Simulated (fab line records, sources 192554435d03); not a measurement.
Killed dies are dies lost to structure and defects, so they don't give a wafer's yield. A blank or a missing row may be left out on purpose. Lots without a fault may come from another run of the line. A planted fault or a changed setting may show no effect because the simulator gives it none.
fab line records | flow n5_finfet
record lots=5 wafers=15 last_day=17
route steps=1938 shown BEOL_M1@758 BEOL_M4@1111 PASSIVATION@1936
lots that met no fault: from a run of the same line without faults
start_h: hours from the record's first day to the start of the lot's first wafer shown | wait_h: hours since the lot's step before | " the same as in the row above | L1.1+2: a row that stands for several wafers | - no value, or no start given | * or withheld: withheld | < > ~ a bound
route shown NAME@n: a module of which the file shows steps, and the number in the route of the first | usual: mean/standard deviation of fault-free wafers | same: alike in all rows | chamber/n: place in a boat | sites: the reading at each site | _std_site: their standard deviation | _edge_site: outer sites' mean less inner sites' | radius_mm: how far each site lies from the wafer's centre | mask NAME#n: copy n | behind: the tool/chamber that last shaped the wafer | hold: why the lot was held/for how many hours/how that ended | device: the transistor (n, p or np) that didn't switch | end of line: the same wafers' tests at the end of the route | a step without rows: its recipe alone | killed: dies lost to structure and defects at the first sort, not the wafer's yield | map: a wafer's dies, x killed, . not, _ none there
set.NAME: the setting as run; set.NAME@STEP: as run at that earlier step | model.NAME: the simulator's own value behind a step, which no gauge read
lots at some steps of the route; a table a step, a row a wafer
services: from which hour (start_h, from the record's first day; less than 0 if before it) a tool's chamber was out of use, for how many hours, and why
## steps
# step N5_BEOL_M1_COAT_05
# recipe resist=CAR-EUV spin_rpm=1500 resist_thk_nm=30
# step N5_BEOL_M1_EBR_07
# recipe solvent=PGMEA ebr_width_mm=1.5
# step N5_BEOL_M1_SOFTBAKE_06
# recipe temp_c=110 time_s=60 resist=CAR-EUV
# step N5_BEOL_M1_EXPOSE_08
# recipe mask_id=M1 na=0.33 source_shape=dipole sigma_inner=0.369 sigma_outer=0.767 polarization=unpolarized dose_mj=33
# step N5_BEOL_M1_PEB_09
# recipe peb_temp_c=100 peb_time_s=60 resist=CAR-EUV
# step N5_BEOL_M1_DEVELOP_10
# recipe develop_time_s=30 developer=TMAH resist=CAR-EUV rinse_liquid=surfactant_rinse dry=air_spin dev_temp_c=23
# step N5_BEOL_M1_DESCUM_16
# recipe chemistry=O2 time_s=7 source_power_w=50 bias_power_w=20 pressure_mtorr=20 rf_frequency_hz=2.712e+07 temp_c=40 resist=CAR-EUV o2_flow_sccm=225
# step N5_BEOL_M1_ETCH_74
# recipe chemistry=N2/H2 target=underlayer target_depth_a=65 mask_material=CAR-EUV time_s=5.2 ion_energy_ev=200 pressure_mtorr=30 source_w=840 bias_w=150 n2_flow_sccm=200 h2_flow_sccm=200 ends=cleared
# step N5_BEOL_M1_ETCH_63
# recipe chemistry=CF4 target=SiARC target_depth_a=156 mask_material=CAR-EUV time_s=26 ion_energy_ev=80 pressure_mtorr=40 source_w=545 bias_w=36 Ar_flow_sccm=100 cf4_flow_sccm=100 ends=cleared
# step N5_BEOL_M1_ETCH_64
# recipe chemistry=N2/H2 target=SOC target_depth_a=750 overetch_a=150 mask_material=SiARC temp_c=40 time_s=112.5 ion_energy_ev=200 pressure_mtorr=30 source_w=840 bias_w=150 n2_flow_sccm=200 h2_flow_sccm=200
# usual drypump_motor_current_A=5.53/0.26 h2_flow_sccm=200.0/0.56 oes_product_au=0.62/0.064 rf_fwd_power_W=836.6/2.6 rf_vpp_V=524.1/2.3 showerhead_plenum_p_Torr=2.55/0.08 throttle_valve_pct=17.75/0.28
# columns lot.wafer tool chamber start_h wait_h drypump_motor_current_A h2_flow_sccm oes_product_au rf_fwd_power_W rf_hours_counter_h rf_vpp_V showerhead_plenum_p_Torr throttle_valve_pct model.SiARC_of_BEOL_M1_COAT_62.thk_nm model.BEOL_M1.cd_offset_nm
L460.3 rie_diel-02 0 135.79 0.0 5.13 200.4 0.55 839.7 220 525.4 2.62 18.01 6.8 0
L460.5 " 3 " " 5.32 199.4 0.62 834.7 - 522.5 2.44 17.81 6.8 0
L460.6 " 2 " " 5.82 199.9 0.68 840.0 - 524.9 2.58 17.26 6.6 0
L476.1 rie_diel-02 0 232.56 0.0 5.12 200.0 0.48 840.2 249 524.1 2.61 18.06 5.4 0.8
L476.3 " 2 " " 5.85 200.5 0.59 837.6 92 522.7 2.57 17.30 5.4 0.6
L476.5 " 0 " " 5.12 201.0 0.48 835.7 - 526.4 2.61 18.05 5.6 0.8
L477.2 rie_diel-02 3 235.59 0.0 5.36 199.8 0.54 835.1 171 521.0 2.43 17.84 5.8 1
L477.3 " 2 " " 5.83 199.7 0.58 836.1 93 525.5 2.57 17.31 5.4 0.6
L477.5 " 1 " " 5.65 200.0 0.58 838.0 - 521.8 2.47 17.78 5.2 0.6
L478.3 rie_diel-02 2 242.14 0.0 5.83 199.3 0.58 835.0 95 524.0 2.57 17.32 5.4 0.6
L478.4 " 1 " " 5.65 200.9 0.57 834.1 - 522.1 2.47 17.79 5.2 0.2
L478.5 " 3 " " 5.31 200.3 0.53 837.1 - 519.9 2.42 17.84 5.6 0.6
L480.2 rie_diel-01 2 262.46 0.0 5.73 199.7 0.79 840.0 1 525.1 2.60 17.80 6.6 0.2
L480.3 " 3 " " 5.18 199.8 0.65 833.6 80 525.0 2.56 17.88 7.2 0
L480.5 " 1 " " 5.49 200.5 0.74 839.2 - 526.0 2.60 17.34 6.8 0.2
# step N5_BEOL_M1_STRIP_65
# recipe chemistry=N2/H2 temp_c=40 n2_flow_sccm=200 h2_flow_sccm=200 rf_frequency_hz=6e+07
# step N5_BEOL_M1_STRIP_75
# recipe chemistry=N2/H2 temp_c=40 n2_flow_sccm=200 h2_flow_sccm=200 rf_frequency_hz=6e+07
# step N5_BEOL_M1_STRIP_66
# recipe chemistry=CF4 resist=SiARC power_w=300 bias_power_w=75 pressure_mtorr=50 cf4_flow_sccm=150 rf_frequency_hz=6e+07
# step N5_BEOL_M1_HM_OPEN_17
# recipe chemistry=Cl2/BCl3 target_depth_a=200 overetch_a=60 target=TiN mask_material=SOC ion_energy_ev=150 pressure_mtorr=10 icp_w=1000 bias_w=126 Cl2_flow_sccm=53.25 bcl3_flow_sccm=21.75 Ar_flow_sccm=25
# usual drypump_motor_current_A=5.3/0.46 mfc_ar_sccm=25.00/0.078 oes_product_au=0.63/0.063 rf_fwd_power_W=991/3.9 throttle_valve_pct=22.1/0.34
# columns lot.wafer tool chamber start_h wait_h drypump_motor_current_A mfc_ar_sccm oes_product_au rf_fwd_power_W rf_hours_counter_h throttle_valve_pct model.etch.depth_nm model.BEOL_M1.cd_offset_nm
L460.3 rie_metal-01 0 135.99 0.1 4.9 25.11 0.63 1002 - 22.0 19.73 0
L460.5 " 0 " " 4.9 25.09 0.63 1001 - 22.0 20.04 0
L460.6 " 1 " " 5.0 25.14 0.77 991 - 21.7 20.26 0.2
L476.1 rie_metal-01 1 232.73 0.0 5.0 25.12 0.66 992 19 21.8 17.24 1
L476.3 " 0 " " 4.9 25.09 0.55 999 - 22.1 16.97 0.4
L476.5 " 1 " " 5.0 25.02 0.66 991 - 21.8 17.13 0.8
L477.2 rie_metal-01 1 235.77 0.0 5.0 25.09 0.66 987 20 21.8 17.29 1.2
L477.3 " 0 " " 4.9 24.92 0.57 992 - 22.1 17.4 0.8
L477.5 " 1 " " 5.0 25.00 0.66 987 - 21.8 17.2 0.6
L478.3 rie_metal-02 0 242.34 0.1 5.5 24.94 0.61 987 - 22.3 17.47 0.4
L478.4 " 1 " " 6.0 24.96 0.61 989 - 21.9 17.39 0.4
L478.5 " 1 " " 6.0 25.03 0.61 985 - 21.9 17.53 0.6
L480.2 rie_metal-03 0 262.64 0.0 4.8 24.85 0.58 993 77 22.1 20.08 0.2
L480.3 " 0 " " 4.8 25.04 0.57 992 - 22.2 19.63 0
L480.5 " 0 " " 4.8 25.01 0.58 988 - 22.2 19.89 0
# step N5_BEOL_M1_STRIP_19
# recipe chemistry=O2 power_w=400 temp_c=40 pressure_mtorr=30 rf_frequency_hz=6e+07 bias_power_w=0 overash_fraction=0.2 o2_flow_sccm=225
# step N5_BEOL_M4_RC_MEAS_101
# usual DIBL_N=36.6/1.7 DIBL_P=36.7/2 IOFF_N=0.16/0.033 IOFF_P=0.22/0.04 ION_N=673/12 ION_P=463/7.9 SS_N=71.7/0.58 SS_P=73.3/0.64 VT_N=249/3.3 VT_P=-249/3.1
# columns lot.wafer tool chamber start_h wait_h DIBL_N[mV/V] DIBL_P[mV/V] IOFF_N[nA/um] IOFF_P[nA/um] ION_N[uA/um] ION_P[uA/um] SS_N[mV/dec] SS_P[mV/dec] VT_N[mV] VT_P[mV]
L460.3 prober-02 0 173.76 0.3 36.5 36.3 0.14 0.20 666 464 71.8 73.3 252 -249
L460.5 " 0 " " 36.9 36.6 0.15 0.20 670 466 71.5 72.6 251 -252
L460.6 " 0 " " 36.0 35.6 0.14 0.19 661 457 71.7 73.4 251 -251
L476.1 prober-02 0 282.18 0.0 37.1 38.5 0.17 0.23 686 469 71.4 73.2 249 -250
L476.3 " 0 " " 37.4 38.7 0.18 0.23 667 459 72.0 73.9 249 -251
L476.5 " 0 " " 35.3 36.8 0.14 0.20 675 461 70.4 72.9 252 -249
L477.2 prober-01 0 296.99 0.2 38.7 39.6 0.21 0.30 683 469 72.0 73.9 246 -245
L477.3 " 0 " " 35.1 36.2 0.15 0.24 689 476 71.0 73.1 249 -247
L477.5 " 0 " " 36.0 36.9 0.15 0.24 669 465 71.4 73.5 251 -247
L478.3 prober-02 0 302.41 0.3 33.0 33.7 0.11 0.15 670 462 70.5 72.2 251 -254
L478.4 " 0 " " 34.4 35.3 0.12 0.17 654 451 71.3 73.1 254 -254
L478.5 " 0 " " 37.4 40.3 0.19 0.25 689 476 71.6 74.2 248 -248
L480.2 prober-02 0 314.12 0.2 39.2 41.4 0.23 0.29 689 466 73.0 74.5 243 -247
L480.3 " 0 " " 37.3 38.4 0.19 0.23 685 463 72.0 73.6 245 -250
L480.5 " 0 " " 35.0 36.1 0.14 0.19 670 458 71.7 73.1 252 -251
# step N5_PASSIVATION_PROBE_49
# usual defect_limited_yield=91.1/1.4 killed_at_M0_to_M3=34/11 killed_at_M4_up=14/5.7 killed_at_contacts=14/6.9 killed_at_front_end=40/11 killed_at_other=4/3.1 killed_dies=105/17 killed_open=70/13 killed_short=34/7.6 sort_bin_5_function=5.3/0.95 sort_bin_6_memory=3.3/0.64 sort_bin_8_speed=0.00/0.029 sort_n_pass=1075/17 sort_yield_pct=91.1/1.4
# same gross_dies=1180 killed_at_back_side=0 sort_bin_4_leakage[%]=0
# columns lot.wafer tool chamber start_h wait_h defect_limited_yield[%] killed_at_M0_to_M3 killed_at_M4_up killed_at_contacts killed_at_front_end killed_at_other killed_dies killed_open killed_short sort_bin_5_function[%] sort_bin_6_memory[%] sort_bin_8_speed[%] sort_n_pass sort_yield_pct[%]
L476.1 prober-02 - 378.85 0.0 91.4 23 27 5 46 0 101 74 26 5.1 3.4 0 1079 91.4
L476.3 prober-02 - 378.95 0.1 88.9 33 30 21 46 1 131 97 32 7.0 3.8 0 1049 88.9
L476.5 prober-02 - 379.05 0.2 90.0 22 13 8 70 5 118 89 29 5.8 4.0 0 1062 90.0
# killed by level:class
L476.1 BEOL_M4:geometric_particle:open=14 DUMMY_GATE:geometric_particle:open=9 FIN_SAQP:geometric_particle:open=8 STI_FIN_REVEAL:geometric_particle:open=8 BEOL_M0_SAQP:geometric_particle:open=7 BEOL_M3:geometric_particle:open=7 FIN_SAQP:geometric_particle:short=6 BEOL_M0_SAQP:geometric_particle:short=5
L476.3 MOL_CONTACT_COAG:geometric_particle:open=17 BEOL_M4:geometric_particle:open=15 BEOL_M3:geometric_particle:open=10 FIN_SAQP:geometric_particle:open=9 DUMMY_GATE:geometric_particle:open=9 BEOL_M0_SAQP:geometric_particle:short=9 STI_FIN_REVEAL:geometric_particle:open=6 STARTING-WAFER:geometric_particle:open=5
L476.5 FIN_SAQP:geometric_particle:open=18 STI_FIN_REVEAL:geometric_particle:open=18 BEOL_M0_SAQP:geometric_particle:open=12 FIN_SAQP:geometric_particle:short=9 BEOL_M4:geometric_particle:open=9 DUMMY_GATE:geometric_particle:open=8 MOL_CONTACT_COAG:geometric_particle:open=7 ILD0:geometric_particle:open=4
## services
# columns tool chamber start_h hours kind
rie_metal-02 - 129.41 25.4 repair
rie_diel-02 3 142.67 1.8 repair
rie_diel-01 2 164.28 2.8 repair
rie_diel-01 1 168.11 - clean
rie_diel-01 1 168.11 - consumable_replace:focus_ring
rie_diel-01 1 168.11 13.9 scheduled_down
rie_diel-01 1 168.11 13.9 vent_cycle
rie_metal-03 0 169.80 2.5 repair
rie_diel-02 0 233.89 - clean
rie_diel-02 0 233.89 - consumable_replace:focus_ring
rie_diel-02 0 233.89 14.9 scheduled_down
rie_diel-02 0 233.89 14.9 vent_cycle
rie_diel-01 2 235.33 5.0 repair
rie_diel-01 2 242.52 - clean
rie_diel-01 2 242.52 - consumable_replace:focus_ring
rie_diel-01 2 242.52 17.4 scheduled_down
rie_diel-01 2 242.52 17.4 vent_cycle
rie_metal-01 - 243.20 14.6 pm
rie_diel-02 1 243.32 8.0 repair
rie_metal-02 1 247.55 14.2 repair
## key
first_sign none at tools or gauges
model_effect step=N5_BEOL_M1_ETCH_64 value=SiARC_of_BEOL_M1_COAT_62.thk_nm without=6.756 struck=5.444
model_effect step=N5_BEOL_M1_HM_OPEN_17 value=etch.depth_nm without=19.94 struck=17.29
met_at N5_BEOL_M1_ETCH_64
struck_wafers L476.1,L476.3,L476.5,L477.2,L477.3,L477.5,L478.3,L478.4,L478.5
onset_between 135.79 232.56
fault kind=process_parameter_drift tool=rie_diel-02 chamber=- onset_h=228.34 steps=N5_BEOL_M1_ETCH_64 channel=time_s offset=* shape=step end_h=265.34 acts_in=* stated=*
